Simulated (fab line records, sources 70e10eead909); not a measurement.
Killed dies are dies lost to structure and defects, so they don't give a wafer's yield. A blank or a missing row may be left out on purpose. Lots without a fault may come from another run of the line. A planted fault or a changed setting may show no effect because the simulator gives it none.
A struck lot beside a sound one | flow nand_harc | 15 steps out of a route of 1159
Sound: wafers L521.1, L521.3, L521.5. Struck: wafer L526.6. (L526.1, L526.2 of the same lot were not struck and are left out.) The cause comes at the end.
At each step with rows: each side's tool, then ch and its chambers, then its first start. Under that, the readings that differ: sound wafers | struck wafers | difference of the means | sigmas: that difference in standard deviations of wafers without a fault.
alike: readings whose means differ by less than 2 such deviations, and words and numbers that are the same on both sides. not compared: withheld readings, readings that some wafer has no value for, bounds like >300 that may hide the same value, and numbers for which the record gives no deviation and whose values overlap.
The two part at a step that has a row with sigmas, a row that says differs or no value, or rows on one side only. Numbers that don't overlap but have no deviation are shown without sigmas and don't part them. A reading that every wafer of one side lacks parts them only if that side has two wafers or more.

first, 7 steps without rows for these wafers: NHARC_A_BONDPAD_COAT_33 (time 65 s); NHARC_A_BONDPAD_COAT_03 (resist thk 600 nm); NHARC_A_BONDPAD_SOFTBAKE_04 (time 70 s); NHARC_A_BONDPAD_EBR_05; NHARC_A_BONDPAD_EXPOSE_06 (exposes mask A BPAD); NHARC_A_BONDPAD_PEB_07 (peb time 80 s); NHARC_A_BONDPAD_DEVELOP_08 (time 50 s).
NHARC_A_BONDPAD_CD_MEAS_09: target cd 500 nm.
  sound on cd_sem-01 ch 0, day 19 18:45; struck on cd_sem-03 ch 0, day 20 06:11
  alike: cd_nm
NHARC_A_BONDPAD_OVL_MEAS_35:
  sound on overlay-02, day 19 18:50; struck on overlay-01, day 20 06:16
  alike: overlay_x_nm, overlay_y_nm
then, 1 step without rows for these wafers: NHARC_A_BONDPAD_HARDBAKE_10 (time 65 s).
NHARC_A_BONDPAD_DESCUM_11: chemistry O2, time 3 s.
  sound on rie_diel-03 ch 0,2,3, day 19 18:59; struck on rie_diel-03 ch 3, day 20 06:24
  alike: drypump_motor_current_A, mfc_ar_sccm, oes_product_au, rf_vpp_V, showerhead_plenum_p_Torr, throttle_valve_pct
  not compared: rf_hours_counter_h
NHARC_A_BONDPAD_ETCH_34: etches the open film in N2/H2, target depth 60 nm, overetch 18 nm, time 65.91 s.
  sound on rie_diel-03 ch 0,2,3, day 19 19:03; struck on rie_diel-03 ch 3, day 20 06:29
  alike: drypump_motor_current_A, mfc_ar_sccm, oes_product_au, rf_vpp_V, run_length_s, showerhead_plenum_p_Torr, throttle_valve_pct
  not compared: rf_hours_counter_h
NHARC_A_BONDPAD_ETCH_12: etches the open film in CHF3/O2, target depth 220 nm, time 110 s.
  sound on rie_diel-03 ch 0,1,2, day 19 19:10; struck on rie_diel-03 ch 1, day 20 06:34
  reading          | sound             | struck | difference | sigmas
  run_length_s (s) | 131.0 131.6 131.7 | 53.8   | -77.6      | -99 or more
  alike: drypump_motor_current_A, mfc_ar_sccm, oes_product_au, rf_vpp_V, showerhead_plenum_p_Torr, throttle_valve_pct
  not compared: rf_hours_counter_h
NHARC_A_BONDPAD_CD_MEAS_13:
  sound on cd_sem-02, day 19 19:17; struck on cd_sem-03, day 20 06:43
  alike: cd_nm
-- the record jumps here: 3 days lie between the struck wafers' starts before and after (it left off in module A_BONDPAD and takes up again in module END, whose first step shown is number 1159 of the route) --
NHARC_END_SORT_01:
  the record has rows for the struck wafers here (prober-01 ch 0, day 23 12:37) and none for the sound ones

WHERE THEY PART
First at NHARC_A_BONDPAD_ETCH_12; last, within this record, at NHARC_END_SORT_01.

WHY: what the simulator had put in
Process parameter drift: rie_diel-03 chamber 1, from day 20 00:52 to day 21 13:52, at NHARC_A_BONDPAD_ETCH_12. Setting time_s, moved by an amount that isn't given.
